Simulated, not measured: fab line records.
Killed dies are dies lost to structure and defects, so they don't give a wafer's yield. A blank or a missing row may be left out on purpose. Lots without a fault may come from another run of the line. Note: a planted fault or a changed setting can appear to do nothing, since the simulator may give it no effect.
Matching of chambers || flow n5Finfet || 4 sister chambers for N5_FIN_SAQP_ETCH_65 on rieSi-01
The step etches SiO2 in CF4, target depth 4 nm, time 4.4 s. 4 wafers are shown with their chamber, then 9 later ones without.

## WAFERS WITH THEIR CHAMBER
{"wafer": "L085.4", "chamber": 1, "throttleValvePct (%)": 21.82}
{"wafer": "L090.2", "chamber": 3, "throttleValvePct (%)": 21.50}
{"wafer": "L090.4", "chamber": 0, "throttleValvePct (%)": 21.63}
{"wafer": "L090.5", "chamber": 2, "throttleValvePct (%)": 21.71}

## WAFERS WHOSE CHAMBER IS MISSING
{"wafer": "L091.2", "throttleValvePct (%)": 21.71}
{"wafer": "L091.5", "throttleValvePct (%)": 21.84}
{"wafer": "L091.6", "throttleValvePct (%)": 21.63}
{"wafer": "L094.1", "throttleValvePct (%)": 21.65}
{"wafer": "L094.4", "throttleValvePct (%)": 21.46}
{"wafer": "L094.5", "throttleValvePct (%)": 21.64}
{"wafer": "L096.3", "throttleValvePct (%)": 21.48}
{"wafer": "L096.4", "throttleValvePct (%)": 21.72}
{"wafer": "L096.6", "throttleValvePct (%)": 21.64}

## WHICH CHAMBER EACH WENT THROUGH
{"wafer": "L091.2", "from the rows above": 2, "in truth": 2}
{"wafer": "L091.5", "from the rows above": 1, "in truth": 1}
{"wafer": "L091.6", "from the rows above": 0, "in truth": 0}
{"wafer": "L094.1", "from the rows above": 0, "in truth": 0}
{"wafer": "L094.4", "from the rows above": 3, "in truth": 3}
{"wafer": "L094.5", "from the rows above": 0, "in truth": 0}
{"wafer": "L096.3", "from the rows above": 3, "in truth": 3}
{"wafer": "L096.4", "from the rows above": 2, "in truth": 2}
{"wafer": "L096.6", "from the rows above": 0, "in truth": 0}
Correct placement for 9 of the 9. Number that these rows cannot place: 0. 0 placed wrongly.
How it was worked out, from the rows above alone: a wafer's distance from a chamber is the root of the sum, over the readings, of the square of ((its reading less the chamber's mean) divided by the reading's scatter). If the next closest chamber is less than 2 further off than the closest, the wafer can't be placed; otherwise it belongs to the closest. A chamber's mean is the mean of its shown wafers. The scatter: root of mean squared gap, hidden wafer to nearest shown wafer, with one shown wafer a chamber.
